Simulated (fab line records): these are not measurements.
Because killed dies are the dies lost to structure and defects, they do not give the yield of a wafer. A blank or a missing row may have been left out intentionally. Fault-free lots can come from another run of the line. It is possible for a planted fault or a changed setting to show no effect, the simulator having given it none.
Lot-split experiment | flow n5-finfet | 21 wafers read from 7 lots, route of 1938 steps

== ON THE SPLIT ==
At N5_BEOL_M2_ETCH_69 (etches SiARC in CF4, target depth 15.6 nm, time 26 s), the setting bias-w was moved away from the recipe's 36 W on 7 of the 21 wafers read, by -15.2% to +15.0%. All remaining wafers had this setting at the recipe value.

The reading is taken at the split's own step.

== THE READING ==
rf-vpp-V, in V, at N5_BEOL_M2_ETCH_69 (etches SiARC in CF4, target depth 15.6 nm, time 26 s). Typical for fault-free wafers on this fab line: 184.1 V, with standard deviation 1.2 V.

wafer  | tool, chamber at the split | bias-w as run, W | against the recipe | rf-vpp-V, V | against lot-mates on the recipe
L078.2 | rie-diel-06, 1             | 36               | recipe             | 183.2       | -
L078.3 | rie-diel-06, 2             | 39.26            | +9.1%              | 192.9       | +9.7
L078.5 | rie-diel-06, 1             | 39.26            | +9.1%              | 194.3       | +11.1
L077.1 | rie-diel-06, 1             | 36               | recipe             | 183.6       | -
L077.3 | rie-diel-06, 0             | 36               | recipe             | 184.1       | -
L077.5 | rie-diel-06, 2             | 41.41            | +15.0%             | 201.0       | +17.2
L085.2 | rie-diel-04, 3             | 32.38            | -10.1%             | 174.0       | -11.1
L085.4 | rie-diel-04, 1             | 36               | recipe             | 183.2       | -
L085.5 | rie-diel-04, 3             | 36               | recipe             | 186.9       | -
L086.1 | rie-diel-06, 0             | 30.53            | -15.2%             | 167.5       | -14.8
L086.3 | rie-diel-06, 3             | 30.53            | -15.2%             | 165.8       | -16.5
L086.4 | rie-diel-06, 2             | 36               | recipe             | 182.3       | -
L089.2 | rie-diel-04, 3             | 36               | recipe             | 186.1       | -
L089.3 | rie-diel-04, 2             | 36               | recipe             | 184.7       | -
L089.5 | rie-diel-04, 3             | 36               | recipe             | 185.1       | -
L091.2 | rie-diel-02, 1             | 36               | recipe             | 184.4       | -
L091.4 | rie-diel-02, 2             | 40.2             | +11.7%             | 196.5       | +12.8
L091.5 | rie-diel-02, 0             | 36               | recipe             | 183.0       | -
L095.1 | rie-diel-02, 2             | 36               | recipe             | 185.1       | -
L095.3 | rie-diel-02, 1             | 36               | recipe             | 185.5       | -
L095.6 | rie-diel-02, 0             | 36               | recipe             | 183.1       | -

FIT RESULTS
A straight line over all 21 wafers: rf-vpp-V changes by +1.1 V for each +1% of bias-w; r = +0.99; the points scatter about the line by 1.2 V.
The same after taking each lot's own level away (the mean of its wafers on the recipe; 21 wafers): +1.08 V for each +1%; r = +0.99; scatter 0.94 V.
On that fit, the largest move of bias-w shifts the reading by 16 V.
From 182.30 to 185.30 V: that is the span of the lots' own levels, equal to 2.5 times the standard deviation above.
The two slopes agree, so the slope changes little with the lot-to-lot level.
Check: -16.9 V against its lot-mates is what the line predicts for one of the wafers moved furthest among these (-15.2%) when that wafer is left out of the fit. Against them it came out at -14.8 V.
Tool readings at the split's step, against how far the setting was moved: rf-vpp-V r = +0.99.

== THESE WAFERS: OTHER SPLITS ==
Before the reading, these wafers also passed through other splits. Each is held against what the fit with the lots' levels taken away leaves over:
other split on the same wafers           | wafers away from the commonest value | r with rf-vpp-V (lot level and that fit taken away)
N5_MOL_CONTACT_COAG_EXPOSE_81 dose-mj    | 7                                    | +0.02
N5_MOL_CONTACT_COAG_CVD_140 target-thk-a | 10                                   | -0.13
N5_BEOL_M0_SAQP_HM_DEP_02 target-thk-a   | 7                                    | -0.01
N5_BEOL_M0_SAQP_ETCH_88 source-w         | 5                                    | +0.22
N5_BEOL_M0_ETCH_138 source-w             | 9                                    | +0.40
N5_BEOL_M0_ETCH_128 source-w             | 6                                    | -0.19

== THE FILE'S OWN FIT ==
rf-vpp-V changes by +1.1 V for each +1% of bias-w, r = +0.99.
